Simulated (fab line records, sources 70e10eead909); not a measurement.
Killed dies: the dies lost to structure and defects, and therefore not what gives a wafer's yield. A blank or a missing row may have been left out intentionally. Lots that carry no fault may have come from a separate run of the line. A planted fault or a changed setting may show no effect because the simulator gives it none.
Struck lot and sound lot, side by side ; flow nand harc ; 15 steps out of a route of 1302
Sound: these wafers, L257.1, L257.2, L257.4. The struck wafers were L256.2, L256.3, L256.4. The cause is named last.
Order at every step that has rows: each side's tool, ch and its chambers, its first start. Under that, the readings that differ: sound wafers ; struck wafers ; difference of the means ; sigmas: that difference in standard deviations of wafers without a fault.
alike: readings whose means differ by less than 2 such deviations, and words and numbers that are the same on both sides. not compared: withheld readings, readings that some wafer has no value for, bounds like >300 that may hide the same value, and numbers for which the record gives no deviation and whose values overlap.
A row with sigmas, a row that says differs or no value, or rows on one side alone: a step with any of these is where the two part. When numbers do not overlap yet have no deviation, they are printed without sigmas and do not part them. A reading that every wafer of one side lacks parts them only if that side has two wafers or more.

first, 6 steps without rows for these wafers: NHARC_A_DECK1_JOINT_CVD_34 (deposits SiNx, target thk 20 nm); NHARC_A_DECK1_JOINT_DEP_06 (deposits SiOx, target thk 80 nm); NHARC_A_DECK1_JOINT_CURE_26 (time 32 s); NHARC_A_DECK1_JOINT_ANNEAL_27 (time 3600 s); NHARC_A_DECK1_JOINT_ANNEAL_28 (time 1800 s); NHARC_A_DECK1_JOINT_ANNEAL_29 (time 1800 s).
NHARC_A_DECK1_JOINT_CMP_02: polishes SiOx.
  sound on cmp-03 ch 1,2,3, day 18 18:44; struck on cmp-01 ch 0,1,2, day 17 13:06
  alike: motor current A
following that, these wafers have no rows for 1 step: NHARC_A_DECK1_JOINT_SRD_15.
NHARC_A_DECK1_JOINT_DEP_16: deposits SiO2, target thk 45 nm.
  sound on pecvd-04 ch 0,1, day 18 19:09; struck on pecvd-04 ch 0,1,2, day 17 13:29
  alike: heater power w, rf fwd power W, throttle valve pct
NHARC_A_DECK1_JOINT_THK_MEAS_17: measures by ellipsometry.
  sound: film metro-01 at day 18 19:26; struck: film metro-01 at day 17 13:46
  alike: thk nm
NHARC_A_DECK1_JOINT_INSPECT_05:
  sound: defect inspect-02 at day 18 19:28; struck: defect inspect-02 at day 17 13:49
  alike: raw defect count
NHARC_A_ONON_D2_DEP_00: target thk 1000 nm.
  sound on pecvd onon-02 ch 0, day 18 19:32; struck on pecvd onon-03 ch 0, day 17 13:56
  alike: n2o flow sccm, sih4 flow sccm
NHARC_A_ONON_D2_THK_MEAS_02: measures by ellipsometry.
  sound: film metro-01 at day 18 20:02; struck: film metro-02 at day 17 14:23
reading;sound;struck;difference;sigmas
thk nm (nm);1021 1018 1021;1593 1593 1592;+573;+57
then, 1 step without rows for these wafers: NHARC_A_ONON_D2_DEP_03 (target thk 1000 nm).
-- the record jumps here: 12 days lie between the struck wafers' starts before and after (it left off in module A_ONON_D2 and takes up again in module END, whose first step shown is number 1302 of the route) --
NHARC_END_SORT_01:
  the record has rows for the struck wafers here (prober-02 ch 0, day 29 17:01) and none for the sound ones

== WHERE THEY PART ==
At NHARC_A_ONON_D2_THK_MEAS_02 first; at NHARC_END_SORT_01 last (within this record only).

WHY: what the simulator had put in
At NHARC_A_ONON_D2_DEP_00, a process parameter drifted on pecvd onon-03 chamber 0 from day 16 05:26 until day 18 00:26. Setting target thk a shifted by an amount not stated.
